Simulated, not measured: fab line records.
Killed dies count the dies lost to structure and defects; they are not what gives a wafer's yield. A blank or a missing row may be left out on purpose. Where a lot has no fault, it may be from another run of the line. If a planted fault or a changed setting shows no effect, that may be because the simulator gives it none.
A struck lot beside a sound one | flow n5-finfet | 14 out of 1938 route steps
Sound: these wafers, L312.1, L312.5, L312.6. Wafers L302.1, L302.4, L302.6 were the ones struck. The cause is given at the end.
At each step with rows: each side's tool, then ch and its chambers, then its first start. Under that, the readings that differ: sound wafers | struck wafers | difference of the means | sigmas: that difference in standard deviations of wafers without a fault.
alike: readings with means less than 2 such deviations apart, plus words and numbers identical on both sides. not compared: withheld readings, readings lacking a value on some wafer, bounds such as >300 that could conceal the same value, and numbers that have no deviation in the record and whose values overlap.
The two part at a step that has a row with sigmas, a row that says differs or no value, or rows on one side only. When numbers do not overlap yet have no deviation, they are printed without sigmas and do not part them. A reading missing from all wafers of one side parts the sides only when that side holds two or more wafers.

N5_DUMMY_GATE_ETCH_23: etches poly-Si in HBr/Cl2/O2, target depth 41 nm, time 22.3 s.
  sound on rie-si-06 ch 0,1, day 7 04:06; struck on rie-si-05 ch 0,3, day 4 16:25
  reading                        | sound                | struck             | difference | sigmas
  chamber-pressure-mTorr (mTorr) | 10.004 10.019 10.003 | 9.989 9.971 10.005 | -0.020     | -2
  alike: bias-w, drypump-motor-current-A, oes-product-au, throttle-valve-pct
  not compared: rf-hours-counter-h
N5_DUMMY_GATE_ETCH_44: etches poly-Si in HBr/O2, stops on SiO2, target depth 127.5 nm.
  sound on rie-si-06 ch 0,1, day 7 04:10; struck on rie-si-05 ch 0,3, day 4 16:29
  alike: bias-w, chamber-pressure-mTorr, drypump-motor-current-A, oes-product-au, throttle-valve-pct
  not compared: rf-hours-counter-h
N5_DUMMY_GATE_CD_MEAS_24 targets a cd of 15 nm.
  sound on cd-sem-01 at day 7 04:16; struck on cd-sem-01 at day 4 16:35
  alike: cd-nm
then, 1 step without rows for these wafers: N5_DUMMY_GATE_ETCH_42 (etches SiO2 in CHF3/O2, target depth 3.5 nm, time 31 s).
N5_DUMMY_GATE_STRIP_48: strips in N2/H2, time 20 s.
  sound on rie-diel-03 ch 0,2,3, day 7 04:25; struck on rie-diel-04 ch 0,1, day 4 16:41
  alike: chamber-pressure-mTorr, drypump-motor-current-A, h2-flow-sccm, oes-product-au, rf-vpp-V, showerhead-plenum-p-Torr, temp-c, throttle-valve-pct
  not compared: rf-hours-counter-h
then, 5 steps without rows for these wafers: N5_DUMMY_GATE_PRECLEAN_33 (cleans in dHF, time 10 s); N5_DUMMY_GATE_PRECLEAN_25 (cleans in O3/DIW, time 45 s); N5_DUMMY_GATE_PRECLEAN_51 (cleans in SC2, time 45 s); N5_DUMMY_GATE_SRD_26 (time 30 s); N5_DUMMY_GATE_UV_OZONE_45 (time 120 s).
N5_DUMMY_GATE_INSPECT_27: inspects for defects (brightfield).
  sound on defect-inspect-02 at day 7 04:36; struck on defect-inspect-02 at day 4 16:52
  alike: raw-defect-count
N5_SPACER0_ALD_07: deposits SiNx, target thk 2 nm.
  sound on ald-sin-01 ch 1,2,3, day 7 04:38; struck on ald-sin-01 ch 0,2, day 4 16:59
  alike: heater-power-w
N5_SPACER0_ALD_00: deposits SiOCN, target thk 3.5 nm, pulse time 3 s, purge time 2 s.
  sound on ald-sin-01 ch 1,2,3, day 7 04:47; struck on ald-sin-01 ch 0,2, day 4 17:37
  alike: heater-power-w, precursor-pulse-height-rel
N5_SPACER0_ALD_08: deposits SiNx, target thk 2 nm.
  sound on ald-sin-01 ch 1,2,3, day 7 05:03; struck on ald-sin-01 ch 0,2, day 4 19:11
  alike: heater-power-w

## WHERE THEY PART
Only at N5_DUMMY_GATE_ETCH_23, as far as this record shows. Later steps at which nothing parts them and some readings are alike: N5_DUMMY_GATE_ETCH_44, N5_DUMMY_GATE_CD_MEAS_24, N5_DUMMY_GATE_STRIP_48, N5_DUMMY_GATE_INSPECT_27, N5_SPACER0_ALD_07, N5_SPACER0_ALD_00, N5_SPACER0_ALD_08.

WHY: what had been put in by the simulator
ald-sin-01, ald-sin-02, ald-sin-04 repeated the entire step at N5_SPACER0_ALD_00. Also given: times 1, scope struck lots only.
